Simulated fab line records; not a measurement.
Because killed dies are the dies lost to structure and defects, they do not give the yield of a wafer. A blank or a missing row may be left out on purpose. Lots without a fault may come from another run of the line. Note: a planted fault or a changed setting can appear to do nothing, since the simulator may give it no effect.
fab line records	flow nandHarc
record lots=12	wafers=36	lastDay=33
route steps=1302 shown A_CHANNEL_HOLE_D1@476 A_CHANNEL_FILL_D1@492 END@1302
lots that met no fault: from a run of the same line without faults
startH: start of the lot's first displayed wafer, in hours after the record's first day	waitH: time in hours since the lot's previous step	" repeats the value in the row above	L1.1+2: a single row standing in for several wafers	- no value present, or no start provided	* or withheld: withheld	< > ~ a bound
route shown NAME@n: a module of which the file shows steps, and the number in the route of the first	usual: mean/standard deviation of fault-free wafers	same: alike in all rows	chamber/n: place in a boat	sites: the reading at each site	_std_site: standard deviation of those values	_edge_site: outer sites' mean less inner sites'	radiusMm: how far each site lies from the wafer's centre	mask NAME#n: copy n	behind: the tool/chamber that last shaped the wafer	hold: reason for holding the lot/hours on hold/outcome of the hold	device: which transistor (n, p or np) failed to switch	end of line: the same wafers' tests at the end of the route	step lacking rows: just its recipe	killed: not the wafer's yield, but the dies lost to structure and defects at the first sort	map: shows each die of a wafer: x if killed, . if not, _ if none is there
set.NAME: the run value of the setting; set.NAME@STEP: its run value at that earlier step	model.NAME: the simulator's own value behind a step, which no gauge read
steps of the route over a sample of lots; a table a step, a row a wafer
services: when a tool's chamber went out of use (startH, in hours from the record's first day, below 0 if earlier), for how many hours, and the reason
## steps
# step NHARC_A_CHANNEL_HOLE_D1_ETCH_24
# recipe biasV=5000	sourceW=withheld	pressureMtorr=20	timeS=906.2	arFlowSccm=375	c4f8FlowSccm=93.8	o2FlowSccm=31.2	tempC=-20	targetDepthA=15000	chemistry=C4F8/O2/Ar
# usual drypumpMotorCurrentA=6.2/0.45	o2FlowSccm=31.20/0.085	showerheadPlenumPTorr=3.60/0.12	throttleValvePct=32.235/0.009
lot.wafer	tool	chamber	startH	waitH	drypumpMotorCurrentA	o2FlowSccm	rfHoursCounterH	showerheadPlenumPTorr	throttleValvePct
L705.1	harEtch-01	1	179.52	0.6	5.5	31.09	71	3.58	32.228
L705.3	"	0	"	"	6.0	31.20	-	3.74	32.241
L705.6	"	1	"	"	5.5	31.15	-	3.58	32.235
L710.2	harEtch-02	0	241.18	0.6	6.8	31.30	335	3.51	32.229
L710.3	"	1	"	"	6.3	31.20	-	3.55	32.239
L710.5	"	1	"	"	6.3	31.22	-	3.55	32.225
L712.2	harEtch-02	1	259.79	0.6	6.3	31.17	347	3.55	32.232
L712.1	"	0	"	"	6.8	31.30	347	3.50	32.224
L712.5	"	1	"	"	6.3	31.17	-	3.55	32.231
L715.1	harEtch-02	1	290.40	0.6	6.3	31.07	370	3.54	32.235
L715.4	"	0	"	"	6.8	31.25	-	3.49	32.227
L715.5	"	0	"	"	6.8	31.24	-	3.49	32.226
L716.2	harEtch-01	1	291.59	0.6	5.5	31.31	139	3.54	32.248
L716.5	"	1	"	"	5.5	31.22	-	3.54	32.223
L716.6	"	0	"	"	6.0	31.13	-	3.70	32.251
L722.1	harEtch-02	0	357.43	0.6	6.8	31.29	404	3.48	32.235
L722.4	"	0	"	"	6.8	31.14	-	3.47	32.231
L722.3	"	1	"	"	6.3	31.29	-	3.52	32.243
L721.4	harEtch-01	0	358.55	0.6	6.0	31.34	-	3.68	32.236
L721.6	"	0	"	"	6.0	31.30	-	3.68	32.241
L721.5	"	1	"	"	5.5	31.24	-	3.52	32.242
L723.2	harEtch-02	0	370.68	0.6	6.8	31.15	408	3.47	32.220
L723.4	"	0	"	"	6.8	31.15	-	3.47	32.223
L723.6	"	0	"	"	6.8	31.25	-	3.47	32.226
L726.1	harEtch-01	1	391.68	0.6	5.6	31.34	193	3.51	32.257
L726.4	"	0	"	"	6.0	31.24	-	3.67	32.223
L726.5	"	0	"	"	6.0	31.16	-	3.67	32.229
L725.2	harEtch-01	1	395.73	0.6	5.5	31.10	197	3.51	32.235
L725.5	"	1	"	"	5.5	31.29	-	3.51	32.234
L725.6	"	0	"	"	6.0	31.36	-	3.67	32.245
L724.1	harEtch-02	1	399.38	0.6	6.3	31.23	2	3.93	32.231
L724.5	"	0	"	"	6.7	31.13	-	3.93	32.225
L724.6	"	1	"	"	6.3	31.16	-	3.93	32.232
L727.1	harEtch-01	0	400.01	0.6	6.0	31.18	201	3.67	32.223
L727.6	"	1	"	"	5.5	31.38	-	3.51	32.239
L727.5	"	0	"	"	6.0	31.18	-	3.67	32.247
# step NHARC_A_CHANNEL_HOLE_D1_ETCH_44
# recipe targetDepthA=1400	overetchA=140	timeS=77	ionEnergyEv=100	cf4FlowSccm=80	o2FlowSccm=20	arFlowSccm=0	rfW=300	biasW=100	chemistry=CF4/O2
# usual drypumpMotorCurrentA=5.5/0.44	o2FlowSccm=20.02/0.055	oesProductAu=1.000/0.0074	rfVppV=198.0/1.3	showerheadPlenumPTorr=1.35/0.053	throttleValvePct=13.397/0.0089
lot.wafer	tool	chamber	startH	waitH	drypumpMotorCurrentA	o2FlowSccm	oesProductAu	rfHoursCounterH	rfVppV	showerheadPlenumPTorr	throttleValvePct
L705.3	rieDiel-06	1	182.09	0.0	5.6	20.03	1.001	6	197.5	1.37	13.393
L705.1	"	0	"	"	5.3	19.96	0.996	5	198.6	1.34	13.400
L705.6	"	2	"	"	5.0	19.93	0.994	-	199.8	1.42	13.387
L710.2	rieDiel-06	0	243.78	0.1	5.3	19.95	0.991	11	196.4	1.34	13.387
L710.3	"	3	"	"	5.8	20.03	1.002	11	195.7	1.29	13.394
L710.5	"	1	"	"	5.6	19.98	1.007	-	199.7	1.37	13.401
L712.1	rieDiel-06	3	262.38	0.1	5.8	20.03	0.993	13	197.1	1.29	13.399
L712.2	"	1	"	"	5.6	20.01	1.007	14	199.1	1.37	13.383
L712.5	"	3	"	"	5.7	20.03	0.988	-	196.4	1.29	13.405
L715.4	rieDiel-06	1	293.01	0.1	5.6	20.00	1.014	17	197.6	1.37	13.390
L715.1	"	2	"	"	5.0	19.91	1.015	14	199.4	1.41	13.382
L715.5	"	0	"	"	5.3	20.00	0.999	-	198.5	1.34	13.390
L716.2	rieDiel-12	0	294.19	0.1	5.0	19.96	1.009	4	196.1	1.24	13.395
L716.5	"	2	"	"	6.4	20.05	1.009	-	198.0	1.28	13.406
L716.6	"	3	"	"	6.3	19.93	1.004	-	199.6	1.42	13.393
L722.1	rieDiel-06	2	360.02	0.0	5.0	19.95	0.990	4	199.6	1.41	13.410
L722.4	"	0	"	"	5.3	20.09	1.000	3	198.3	1.34	13.408
L722.3	"	1	"	"	5.6	19.96	0.998	4	197.7	1.37	13.387
L721.4	rieDiel-12	3	360.89	0.1	6.3	20.00	1.012	28	199.9	1.41	13.398
L721.6	"	2	"	"	6.4	19.98	1.005	-	197.9	1.28	13.388
L721.5	"	3	"	"	6.3	20.00	1.002	-	199.8	1.41	13.399
L723.4	rieDiel-09	3	373.15	0.1	6.5	19.86	1.003	19	199.3	1.39	13.399
L723.2	"	2	"	"	5.7	19.99	1.003	16	197.6	1.36	13.379
L723.6	"	3	"	"	6.5	19.97	1.003	-	197.9	1.39	13.403
L726.1	rieDiel-06	2	394.19	0.1	5.0	19.98	0.991	5	198.6	1.41	13.396
L726.5	"	1	"	"	5.6	20.03	1.004	-	198.6	1.37	13.387
L726.4	"	2	"	"	5.0	20.01	0.996	-	199.9	1.41	13.393
L725.2	rieDiel-06	2	398.36	0.1	5.0	20.04	0.994	6	198.5	1.41	13.388
L725.5	"	1	"	"	5.6	19.99	0.994	-	197.6	1.37	13.392
L725.6	"	2	"	"	5.0	20.09	0.997	-	199.1	1.41	13.403
L724.1	rieDiel-06	2	401.88	0.1	5.0	20.01	0.989	7	199.1	1.41	13.387
L724.5	"	1	"	"	5.6	20.04	0.993	-	199.0	1.37	13.424
L724.6	"	2	"	"	5.0	20.09	0.998	-	199.2	1.41	13.409
L727.1	rieDiel-06	2	402.68	0.1	5.0	20.01	0.985	7	198.7	1.41	13.394
L727.5	"	2	"	"	5.0	20.04	0.981	-	200.3	1.41	13.391
L727.6	"	0	"	"	5.3	20.05	0.992	-	198.0	1.34	13.405
# step NHARC_A_CHANNEL_FILL_D1_ALD_02
# recipe targetThkA=60	pulseTimeS=10	aldCycles=60	tempC=300	material=SiO2
# usual heaterPowerOuterW=264/18	heaterPowerW=466/35	precursorPulseHeightRel=1.000/0.021	susceptorTempC=300.00/0.2
lot.wafer	tool	chamber	startH	waitH	heaterPowerOuterW	heaterPowerW	precursorPulseHeightRel	susceptorTempC
L705.1	aldHk-02	2	183.26	-	260	439	0.977	299.92
L705.3	"	0	"	"	248	473	0.995	299.97
L705.6	"	2	"	"	272	438	1.017	299.74
L710.2	aldHk-02	2	244.97	-	273	434	0.989	300.09
L710.3	"	0	"	"	244	491	0.999	300.20
L710.5	"	3	"	"	247	422	1.011	300.13
L712.1	aldHk-02	2	263.54	-	259	429	0.976	300.03
L712.2	"	0	"	"	249	483	0.951	300.06
L712.5	"	3	"	"	244	415	1.047	300.19
L715.4	aldHk-04	3	294.60	-	233	469	1.047	-
L715.1	"	1	"	"	296	542	0.990	-
L715.5	"	0	"	"	257	419	0.983	-
L716.2	aldHk-04	2	295.50	-	271	464	0.964	300.05
L716.6	"	0	"	"	248	431	0.999	299.83
L716.5	"	1	"	"	286	553	0.989	299.76
L722.1	aldHk-04	0	361.79	-	256	430	0.989	300.00
L722.4	"	1	"	"	283	536	1.031	299.94
L722.3	"	3	"	"	230	466	0.995	300.37
L721.4	aldHk-04	2	362.22	-	271	459	0.979	300.12
L721.6	"	2	"	"	270	474	0.965	300.39
L721.5	"	3	"	"	236	474	1.015	299.99
L723.2	aldHk-02	1	374.44	-	248	431	0.975	299.84
L723.4	"	3	"	"	260	474	1.029	300.00
L723.6	"	0	"	"	264	521	0.998	300.21
L726.4	aldHk-02	1	395.48	-	250	424	0.992	299.91
L726.1	"	0	"	"	257	512	0.961	300.20
L726.5	"	1	"	"	254	436	0.969	300.45
L725.2	aldHk-02	3	399.79	-	273	459	0.992	299.73
L725.5	"	1	"	"	262	426	0.985	299.88
L725.6	"	2	"	"	269	438	0.985	299.93
L724.1	aldHk-04	0	403.32	-	264	430	1.002	300.00
L724.5	"	2	"	"	268	469	1.005	300.47
L724.6	"	3	"	"	228	473	1.010	300.20
L727.1	aldHk-04	1	403.97	-	294	538	1.024	-
L727.6	"	1	"	"	299	545	0.991	-
L727.5	"	2	"	"	271	467	1.002	-
# step NHARC_A_CHANNEL_FILL_D1_ALD_15
# recipe targetThkA=20	pulseTimeS=60	aldCycles=19	tempC=630	pressureTorr=2	material=SiNx
# usual precursorPulseHeightRel=0.996/0.019	susceptorTempC=630.01/0.26
lot.wafer	tool	chamber	startH	waitH	precursorPulseHeightRel	susceptorTempC
L705.1	aldSinBatch-03	0	193.43	3.0	1.004	-
L705.3	"	0	"	"	1.008	-
L705.6	"	0	"	"	0.966	-
L710.2	aldSinBatch-01	0	254.50	-	1.005	629.90
L710.3	"	0	"	"	0.972	629.46
L710.5	"	0	"	"	1.032	629.68
L712.1	aldSinBatch-03	0	275.98	-	1.012	629.78
L712.2	"	0	"	"	0.989	630.20
L712.5	"	0	"	"	0.989	630.06
L715.1	aldSinBatch-01	0	306.64	-	0.971	657.12
L715.4	"	0	"	"	1.034	657.13
L715.5	"	0	"	"	1.016	657.15
L716.2	aldSinBatch-01	0	306.64	-	0.993	657.66
L716.5	"	0	"	"	0.959	657.50
L716.6	"	0	"	"	0.977	657.27
L721.4	aldSinBatch-01	0	371.99	-	0.965	-
L721.5	"	0	"	"	1.006	-
L721.6	"	0	"	"	0.996	-
L722.1	aldSinBatch-01	0	371.99	-	0.953	-
L722.3	"	0	"	"	1.011	-
L722.4	"	0	"	"	0.983	-
L723.2	aldSinBatch-02	0	384.74	3.3	0.996	-
L723.4	"	0	"	"	0.990	-
L723.6	"	0	"	"	0.992	-
L726.1	aldSinBatch-01	0	405.58	-	1.017	629.85
L726.4	"	0	"	"	0.997	630.06
L726.5	"	0	"	"	1.011	630.28
L725.2	aldSinBatch-01	0	409.79	-	1.013	630.26
L725.5	"	0	"	"	1.022	629.71
L725.6	"	0	"	"	0.987	630.20
L724.1	aldSinBatch-01	0	413.34	-	0.989	630.22
L724.5	"	0	"	"	1.004	629.87
L724.6	"	0	"	"	1.019	629.93
L727.1	aldSinBatch-01	0	413.34	-	0.980	630.36
L727.5	"	0	"	"	0.974	630.33
L727.6	"	0	"	"	1.006	630.14
# step NHARC_END_SORT_01
# recipe tempC=25
# usual killedAtArray=52/16	killedAtOther=0.8/1.1	killedAtPeriphery=4.2/2.5	killedDies=57/16	killedOpen=3.4/2	killedShort=2.6/1.6
# same grossDies=677
lot.wafer	tool	chamber	startH	waitH	killedAtArray	killedAtOther	killedAtPeriphery	killedDies	killedOpen	killedShort
L725.2	prober-01	0	770.08	2.8	52	0	3	55	3	2
L725.5	prober-01	0	772.49	3.7	62	1	3	66	2	0
L725.6	prober-01	0	773.29	4.0	72	0	3	75	6	1
# killed by level:class
L725.2 A_SLIT:chamberFilmFlake=18 A_CHANNEL_HOLE_D2:chamberFilmFlake=14 A_CHANNEL_HOLE_D1:chamberFilmFlake=6 A_CONTACT:chamberFilmFlake=4 A_STAIRCASE:chamberFilmFlake=3 A_WL_FILL:chamberFilmFlake=2 P_M0:geometricParticle:open=1 A_DECK1_JOINT:geometricParticle:short=1
L725.5 A_SLIT:chamberFilmFlake=22 A_CHANNEL_HOLE_D2:chamberFilmFlake=21 A_CHANNEL_HOLE_D1:chamberFilmFlake=8 A_CONTACT:chamberFilmFlake=5 P_M1:chamberFilmFlake=2 A_DECK1_JOINT:chamberFilmFlake=2 A_STAIRCASE:chamberFilmFlake=2 A_CHANNEL_FILL_D2:geometricParticle:open=1
L725.6 A_SLIT:chamberFilmFlake=29 A_CHANNEL_HOLE_D2:chamberFilmFlake=20 A_CHANNEL_HOLE_D1:chamberFilmFlake=9 A_CONTACT:chamberFilmFlake=3 A_CONTACT:geometricParticle:open=2 P_GATE:chamberFilmFlake=2 A_DECK1_JOINT:chamberFilmFlake=2 A_STAIRCASE:chamberFilmFlake=2
## services
tool	chamber	startH	hours	kind
rieDiel-06	2	156.82	3.8	repair
aldHk-02	-	170.13	10.0	pm
aldHk-04	-	185.19	2.0	repair
rieDiel-09	-	190.45	0.7	repair
rieDiel-06	2	199.09	16.3	repair
aldHk-04	-	202.97	0.3	repair
rieDiel-06	2	231.85	3.3	repair
aldHk-04	-	254.07	10.0	pm
rieDiel-06	3	265.94	6.4	repair
aldSinBatch-02	-	266.00	26.0	pm
rieDiel-12	-	269.40	9.0	pm
rieDiel-06	3	280.98	3.3	repair
rieDiel-09	-	294.76	0.8	repair
aldHk-02	-	298.42	8.6	repair
aldSinBatch-03	-	299.09	10.3	repair
rieDiel-06	-	307.29	9.0	pm
rieDiel-12	2	314.33	11.1	repair
rieDiel-09	3	315.17	7.7	repair
rieDiel-12	-	319.66	1.6	repair
rieDiel-12	1	339.56	4.2	repair
aldHk-02	-	348.35	10.0	pm
harEtch-02	-	380.13	17.0	pm
rieDiel-06	-	383.20	0.5	repair
rieDiel-06	3	388.43	27.1	repair
## key
firstSign step=NHARC_A_CHANNEL_FILL_D1_ALD_15	reading=susceptorTempC	direction=up	sigmas=99+	usual=*	struck=*
effect none on later readings
metAt NHARC_A_CHANNEL_FILL_D1_ALD_15
struckLots L715,L716
testerLeftOut L715,L716
notActingAt NHARC_A_CHANNEL_HOLE_D1_ETCH_24,NHARC_A_CHANNEL_HOLE_D1_ETCH_44,NHARC_A_CHANNEL_FILL_D1_ALD_02
onsetBetween 254.50 306.64
fault kind=processParameterDrift	tool=aldSinBatch-01	chamber=-	onsetH=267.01	steps=NHARC_A_CHANNEL_FILL_D1_ALD_15	channel=tempC	offset=*	shape=step	endH=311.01	actsIn=*	stated=*
# testerLeftOut: of these lots the tester's yield and bins aren't shown, on N5 and GAA mostly nor the transistor test; their killed dies are dies lost to structure and defects alone, not to doping, threshold or leakage, so they don't give the yield
